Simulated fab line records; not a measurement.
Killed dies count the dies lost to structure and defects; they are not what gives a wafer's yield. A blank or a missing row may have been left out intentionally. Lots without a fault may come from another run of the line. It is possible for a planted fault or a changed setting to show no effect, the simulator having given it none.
Which of the tools did it? + flow n5 finfet + 8 lots with 24 wafers sampled at 4 steps, on a route of 1938 steps

WHAT EACH GAUGE READ, for each wafer
N5_BEOL_M1_OCD_MEAS_38.
| lot  | measured     | on     | trench depth nm (nm) |
|------|--------------|--------|----------------------|
| L749 | day 6 18:59  | ocd-02 | 53.8 54.8 54.0       |
| L753 | day 8 02:03  | ocd-02 | 54.4 55.7 55.1       |
| L755 | day 9 06:44  | ocd-02 | 54.5 54.2 56.2       |
| L756 | day 9 11:28  | ocd-01 | 54.3 55.5 55.8       |
| L765 | day 11 03:19 | ocd-01 | 53.4 55.1 40.3       |
| L767 | day 11 23:28 | ocd-01 | 47.4 55.8 53.8       |
| L768 | day 12 04:19 | ocd-02 | 55.2 56.7 55.1       |
| L769 | day 12 04:35 | ocd-01 | 56.5 56.1 55.1       |

WHAT TOOL EACH LOT RAN ON (gives the tool, then ch and the chambers of the sampled wafers, and finally the start)
| lot  | N5_BEOL_M1_HM_DEP_02         | N5_BEOL_M1_VIA_ETCH_34             | N5_BEOL_M1_STRIP_97                           |
|------|------------------------------|------------------------------------|-----------------------------------------------|
| L749 | pvd sputter-01, day 6 16:35  | rie diel-05 ch 2,3, day 6 18:44    | rie diel-05 ch 2,3, day 6 18:59 or earlier    |
| L753 | pvd sputter-02, day 7 23:14  | rie diel-02 ch 0,2,3, day 8 01:47  | rie diel-02 ch 0,2,3, day 8 02:03 or earlier  |
| L755 | pvd sputter-02, day 8 13:52  | rie diel-02 ch 0,1,3, day 9 06:28  | rie diel-02 ch 0,1,3, day 9 06:44 or earlier  |
| L756 | pvd sputter-02, day 8 16:23  | rie diel-02 ch 1,2,3, day 9 11:13  | rie diel-02 ch 1,2,3, day 9 11:28 or earlier  |
| L765 | pvd sputter-02, day 10 20:55 | rie diel-06 ch 0,1,3, day 11 03:04 | rie diel-06 ch 0,1,3, day 11 03:19 or earlier |
| L767 | pvd sputter-02, day 11 03:28 | rie diel-06 ch 1,2,3, day 11 23:13 | rie diel-06 ch 1,2,3, day 11 23:28 or earlier |
| L768 | pvd sputter-03, day 11 18:31 | rie diel-05 ch 0,2,3, day 12 04:03 | rie diel-05 ch 0,2,3, day 12 04:19 or earlier |
| L769 | pvd sputter-01, day 11 23:39 | rie diel-02 ch 1,2, day 12 04:19   | rie diel-02 ch 1,2, day 12 04:35 or earlier   |
- N5_BEOL_M1_HM_DEP_02: deposits TiN, target thk 20 nm.
- N5_BEOL_M1_VIA_ETCH_34: etches the open film in C4F6/O2, target depth 67.8 nm, time 64.4 s.
- N5_BEOL_M1_STRIP_97: strips in N2/H2, time 10 s.

THE ANSWER, worked out from the rows above alone
Rule: the lots themselves supply what counts as usual. Put in order of their means at a reading, lots are off if they are a third of the lots or fewer, leave a main group of 4 or more, and stand apart from it by a gap of 3 or more times the standard deviation of the main group's means; of several such gaps the widest counts. Not used: any main group whose means are identical at the precision the tables above print for the reading. A lot without any number at a reading at which 4 lots or more have one is off too. The other lots that the step has rows for count as sound.
Off: L765, L767, at N5_BEOL_M1_OCD_MEAS_38 (trench depth nm). Main group: mean 55.2 nm, sd 0.54.
A tool fits if, at a process step before that reading, it ran every lot that is off, and no sound lot after the first of them. The gauges at N5_BEOL_M1_OCD_MEAS_38 are tried like those tools. Because N5_BEOL_M1_STRIP_97 lacks a start for some lots, the hours and order of its lots are taken from N5_BEOL_M1_OCD_MEAS_38. Can't be told from this: 2 tools fit, pvd sputter-02 at N5_BEOL_M1_HM_DEP_02, rie diel-06 at N5_BEOL_M1_VIA_ETCH_34 and N5_BEOL_M1_STRIP_97.

WHAT HAD BEEN PUT IN BY THE SIMULATOR
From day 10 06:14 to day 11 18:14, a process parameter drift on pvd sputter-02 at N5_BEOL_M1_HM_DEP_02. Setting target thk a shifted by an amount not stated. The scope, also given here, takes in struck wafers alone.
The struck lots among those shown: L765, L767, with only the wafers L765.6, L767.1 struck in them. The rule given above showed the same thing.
